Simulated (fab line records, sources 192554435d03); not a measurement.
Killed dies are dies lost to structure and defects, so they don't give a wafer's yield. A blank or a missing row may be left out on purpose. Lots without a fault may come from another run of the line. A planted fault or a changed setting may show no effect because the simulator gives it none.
fab line records | flow n5_finfet | part 2 of 2: steps 5 to 6 of 6
record lots=24 wafers=72 last_day=18
route steps=1938 shown BEOL_M9@1416 BEOL_M10@1473
lots that met no fault: from a run of the same line without faults
start_h: hours from the record's first day to the start of the lot's first wafer shown | wait_h: hours since the lot's step before | " the same as in the row above | L1.1+2: a row that stands for several wafers | - no value, or no start given | * or withheld: withheld | < > ~ a bound
route shown NAME@n: a module of which the file shows steps, and the number in the route of the first | usual: mean/standard deviation of fault-free wafers | same: alike in all rows | chamber/n: place in a boat | sites: the reading at each site | _std_site: their standard deviation | _edge_site: outer sites' mean less inner sites' | radius_mm: how far each site lies from the wafer's centre | mask NAME#n: copy n | behind: the tool/chamber that last shaped the wafer | hold: why the lot was held/for how many hours/how that ended | device: the transistor (n, p or np) that didn't switch | end of line: the same wafers' tests at the end of the route | a step without rows: its recipe alone | killed: dies lost to structure and defects at the first sort, not the wafer's yield | map: a wafer's dies, x killed, . not, _ none there
set.NAME: the setting as run; set.NAME@STEP: as run at that earlier step | model.NAME: the simulator's own value behind a step, which no gauge read
steps of the route over a sample of lots; a table a step, a row a wafer
services: from which hour (start_h, from the record's first day; less than 0 if before it) a tool's chamber was out of use, for how many hours, and why
## steps
# step N5_BEOL_M10_OVL_MEAS_12
# recipe points_per_wafer=44
# usual M10_OVL=-0.4/0.81
# columns lot.wafer tool chamber start_h wait_h M10_OVL[nm]
L074.3 overlay-01 0 204.23 0.0 0.3
L074.5 " 0 " " -0.2
L074.6 " 0 " " -0.5
L076.1 overlay-01 0 215.43 0.0 0.0
L076.4 " 0 " " -0.4
L076.6 " 0 " " -0.1
L075.2 overlay-02 0 219.30 0.0 -0.3
L075.5 " 0 " " -0.2
L075.6 " 0 " " -0.9
L077.2 overlay-01 0 227.39 0.0 0.6
L077.3 " 0 " " 0.6
L077.4 " 0 " " 0.2
L078.3 overlay-01 0 235.77 0.0 -1.3
L078.4 " 0 " " -1.4
L078.6 " 0 " " -2.0
L079.1 overlay-01 0 242.03 0.0 -0.3
L079.4 " 0 " " 0.5
L079.6 " 0 " " 0.1
L081.2 overlay-02 0 246.83 0.1 -1.6
L081.4 " 0 " " -0.3
L081.6 " 0 " " -0.3
L080.1 overlay-01 0 256.96 0.0 -1.3
L080.2 " 0 " " 0.5
L080.3 " 0 " " -1.1
L082.2 overlay-01 0 263.35 0.0 -0.4
L082.3 " 0 " " -2.3
L082.6 " 0 " " 0.0
L083.1 overlay-02 0 270.27 0.0 -0.7
L083.3 " 0 " " -1.1
L083.6 " 0 " " -0.4
L084.1 overlay-02 0 273.50 0.0 -1.6
L084.2 " 0 " " -0.5
L084.5 " 0 " " -0.1
L086.2 overlay-02 0 283.56 0.0 1.1
L086.4 " 0 " " 1.3
L086.6 " 0 " " 0.4
L088.1 overlay-01 0 290.58 0.0 -1.0
L088.2 " 0 " " 1.5
L088.3 " 0 " " -0.7
L085.4 overlay-01 0 290.81 0.0 -0.3
L085.5 " 0 " " 0.3
L085.6 " 0 " " -0.1
L087.1 overlay-01 0 293.27 0.0 -0.5
L087.2 " 0 " " 0.0
L087.3 " 0 " " -0.3
L089.1 overlay-01 0 300.14 0.0 0.8
L089.3 " 0 " " -1.4
L089.4 " 0 " " -0.1
L091.3 overlay-02 0 318.00 0.0 -1.5
L091.4 " 0 " " 0.0
L091.6 " 0 " " -0.4
L093.1 overlay-01 0 330.66 0.0 -0.5
L093.4 " 0 " " 0.2
L093.6 " 0 " " -0.4
L090.2 overlay-02 0 330.87 0.0 1.2
L090.3 " 0 " " -0.9
L090.5 " 0 " " -0.2
L092.2 overlay-01 0 337.51 0.0 -0.9
L092.4 " 0 " " -0.8
L092.6 " 0 " " -1.1
L094.1 overlay-01 0 350.88 0.0 -1.8
L094.2 " 0 " " -0.7
L094.3 " 0 " " -2.3
L096.2 overlay-02 0 353.64 0.0 0.3
L096.3 " 0 " " -0.5
L096.5 " 0 " " -0.1
L095.3 overlay-02 0 354.31 0.0 0.1
L095.5 " 0 " " -0.5
L095.6 " 0 " " -1.1
L097.2 overlay-02 0 363.50 0.0 0.3
L097.4 " 0 " " -0.1
L097.5 " 0 " " 0.8
# step N5_BEOL_M10_STRIP_67
# recipe chemistry=CF4 resist=SiARC power_w=300 bias_power_w=75 pressure_mtorr=50 cf4_flow_sccm=150 rf_frequency_hz=6e+07
# usual bias_power_w=75.00/0.2 drypump_motor_current_A=5.8/0.41 oes_product_au=0.83/0.095 rf_vpp_V=271.1/1.6 showerhead_plenum_p_Torr=1.79/0.068 throttle_valve_pct=13.40/0.27
# columns lot.wafer tool chamber start_h wait_h bias_power_w drypump_motor_current_A oes_product_au rf_hours_counter_h rf_vpp_V showerhead_plenum_p_Torr throttle_valve_pct
L074.3 rie_diel-04 2 204.51 0.0 74.78 5.3 0.68 252 270.9 1.77 13.90
L074.5 " 3 " " 75.50 6.1 0.91 - 269.9 1.77 13.14
L074.6 " 0 " " 74.69 5.6 0.84 - 273.6 1.92 13.65
L076.1 rie_diel-02 3 215.98 0.0 74.94 6.6 0.69 223 272.1 1.75 13.33
L076.4 " 1 " " 74.99 5.9 0.90 - 271.4 1.82 13.11
L076.6 " 0 " " 75.02 6.1 0.68 - 268.4 1.70 13.52
L075.2 rie_diel-02 1 219.59 0.0 74.59 5.9 0.90 27 271.0 1.82 13.11
L075.5 " 3 " " 74.95 6.6 0.69 - 271.9 1.75 13.34
L075.6 " 0 " " 74.93 6.1 0.67 - 267.9 1.70 13.52
L077.2 rie_diel-04 3 227.68 0.0 74.60 6.0 0.90 32 270.6 1.76 13.17
L077.3 " 2 " " 75.27 5.3 0.67 262 271.3 1.76 13.94
L077.4 " 3 " " 74.77 6.0 0.89 - 270.3 1.76 13.17
L078.3 rie_diel-04 2 237.01 0.0 74.93 5.3 0.67 267 270.3 1.76 13.93
L078.4 " 3 " " 75.03 6.0 0.89 - 271.8 1.76 13.18
L078.6 " 2 " " 74.97 5.3 0.67 - 270.3 1.76 13.94
L079.1 rie_diel-02 1 242.32 0.0 74.84 5.9 0.89 36 271.7 1.81 13.13
L079.4 " 0 " " 74.87 6.1 0.67 239 269.6 1.70 13.55
L079.6 " 3 " " 75.00 6.5 0.69 - 271.3 1.74 13.37
L081.2 rie_diel-05 0 247.12 0.0 74.73 5.0 0.87 34 271.1 1.83 13.12
L081.4 " 1 " " 74.87 6.1 0.74 183 273.4 1.87 13.81
L081.6 " 2 " " 75.10 5.5 0.72 - 268.1 1.65 13.62
L080.1 rie_diel-04 3 257.25 0.0 75.13 6.1 0.87 44 271.6 1.76 13.19
L080.2 " 1 " " 75.03 5.4 0.69 230 271.9 1.84 13.48
L080.3 " 2 " " 75.10 5.3 1.01 2 271.5 1.76 13.33
L082.2 rie_diel-04 2 263.64 0.0 74.85 5.3 0.99 5 269.7 1.76 13.33
L082.3 " 0 " " 74.99 5.6 0.82 86 272.9 1.91 13.70
L082.6 " 2 " " 75.04 5.3 0.98 - 270.7 1.76 13.33
L083.1 rie_diel-04 3 270.70 0.0 75.02 6.0 0.87 49 269.8 1.76 13.20
L083.3 " 0 " " 75.20 5.6 0.81 88 272.5 1.91 13.68
L083.6 " 3 " " 75.02 6.1 0.87 - 268.4 1.76 13.21
L084.1 rie_diel-05 0 273.79 0.0 74.95 5.1 0.86 42 272.1 1.82 13.15
L084.2 " 1 " " 75.42 6.1 0.73 191 272.8 1.87 13.82
L084.5 " 0 " " 75.30 5.1 0.86 - 271.3 1.82 13.14
L086.2 rie_diel-05 0 283.85 0.0 74.95 5.2 0.86 45 272.7 1.82 13.14
L086.4 " 2 " " 75.47 5.4 0.71 209 268.1 1.65 13.65
L086.6 " 1 " " 75.00 6.1 0.73 - 272.4 1.87 13.85
L088.1 rie_diel-02 3 291.44 0.0 74.86 6.6 0.68 248 269.0 1.74 13.40
L088.2 " 1 " " 75.08 5.9 0.85 53 271.1 1.81 13.16
L088.3 " 2 " " 74.98 5.6 0.90 23 269.9 1.77 13.41
L085.4 rie_diel-02 1 292.04 0.0 75.07 5.9 0.86 54 272.0 1.81 13.16
L085.5 " 2 " " 74.90 5.6 0.89 - 269.6 1.77 13.41
L085.6 " 3 " " 74.77 6.5 0.67 - 271.8 1.74 13.41
L087.1 rie_diel-02 0 295.16 0.0 75.11 6.1 0.97 2 273.2 1.90 12.99
L087.2 " 1 " " 74.87 5.9 0.86 55 273.0 1.81 13.17
L087.3 " 2 " " 75.19 5.6 0.89 25 269.5 1.77 13.40
L089.1 rie_diel-04 0 300.51 0.0 74.69 5.6 0.80 100 273.4 1.91 13.73
L089.3 " 1 " " 74.98 5.5 0.68 247 272.8 1.83 13.52
L089.4 " 2 " " 74.76 5.3 0.94 19 270.7 1.76 13.37
L091.3 rie_diel-04 2 318.46 0.0 75.22 5.3 0.92 - 271.0 1.75 13.39
L091.4 " 0 " " 74.89 5.6 0.79 - 271.2 1.90 13.73
L091.6 " 0 " " 74.85 5.6 0.80 - 273.0 1.90 13.73
L093.1 rie_diel-05 0 330.95 0.0 75.09 5.1 0.85 56 270.7 1.82 13.17
L093.4 " 2 " " 74.95 5.5 0.70 220 267.1 1.64 13.66
L093.6 " 2 " " 75.26 5.5 0.71 - 269.1 1.64 13.69
L090.2 rie_diel-02 1 331.16 0.0 74.76 5.9 0.84 72 271.6 1.80 13.22
L090.3 " 2 " " 75.33 5.6 0.86 41 270.8 1.77 13.44
L090.5 " 3 " " 75.01 6.6 0.97 - 269.9 1.74 12.87
L092.2 rie_diel-04 2 337.80 0.0 75.23 5.3 0.91 37 268.8 1.75 13.43
L092.4 " 1 " " 75.15 5.5 0.94 7 270.8 1.83 12.97
L092.6 " 3 " " 74.95 6.1 0.84 - 269.8 1.75 13.26
L094.1 rie_diel-02 2 351.29 0.0 74.93 5.6 0.85 49 269.9 1.76 13.45
L094.2 " 0 " " 74.97 6.1 0.89 25 273.8 1.89 13.05
L094.3 " 3 " " 75.06 6.6 0.94 13 271.0 1.74 12.87
L096.2 rie_diel-04 0 353.93 0.0 74.59 5.6 0.78 124 272.3 1.90 13.80
L096.3 " 1 " " 74.96 5.4 0.92 13 271.9 1.83 13.00
L096.5 " 1 " " 74.84 5.4 0.92 - 273.3 1.83 13.00
L095.3 rie_diel-02 1 354.61 0.0 75.14 5.9 0.83 80 272.2 1.80 13.23
L095.5 " 0 " " 74.71 6.1 0.89 - 272.5 1.89 13.06
L095.6 " 3 " " 74.97 6.6 0.94 - 269.8 1.74 12.90
L097.2 rie_diel-04 1 363.79 0.0 75.09 5.5 0.90 18 271.4 1.83 12.98
L097.4 " 2 " " 75.13 5.3 0.89 - 269.4 1.75 13.44
L097.5 " 1 " " 74.91 5.4 0.92 - 270.6 1.83 13.02
## services
# columns tool chamber start_h hours kind
rie_diel-04 1 175.48 62.1 repair
rie_diel-01 1 176.55 - clean
rie_diel-01 1 176.55 - consumable_replace:focus_ring
rie_diel-01 1 176.55 15.4 scheduled_down
rie_diel-01 1 176.55 15.4 vent_cycle
rie_diel-06 - 199.41 3.9 repair
rie_diel-05 3 201.47 13.7 repair
rie_diel-01 3 207.40 19.4 repair
rie_diel-05 2 219.41 2.6 repair
rie_diel-02 3 230.91 5.1 repair
pecvd-01 - 238.21 2.8 pm
pecvd-01 - 243.67 0.6 repair
rie_diel-01 0 267.70 - clean
rie_diel-01 0 267.70 - consumable_replace:focus_ring
pecvd-03 0 283.70 23.4 repair
pecvd-04 - 285.18 6.0 pm
rie_diel-05 - 291.28 14.6 pm
rie_diel-01 1 293.98 4.3 repair
rie_diel-03 - 297.78 2.8 pm
rie_diel-04 3 317.19 18.4 repair
rie_diel-02 2 328.01 2.4 repair
rie_diel-01 - 333.66 2.8 pm
pecvd-03 - 338.65 6.0 pm
rie_diel-04 3 352.07 12.2 repair
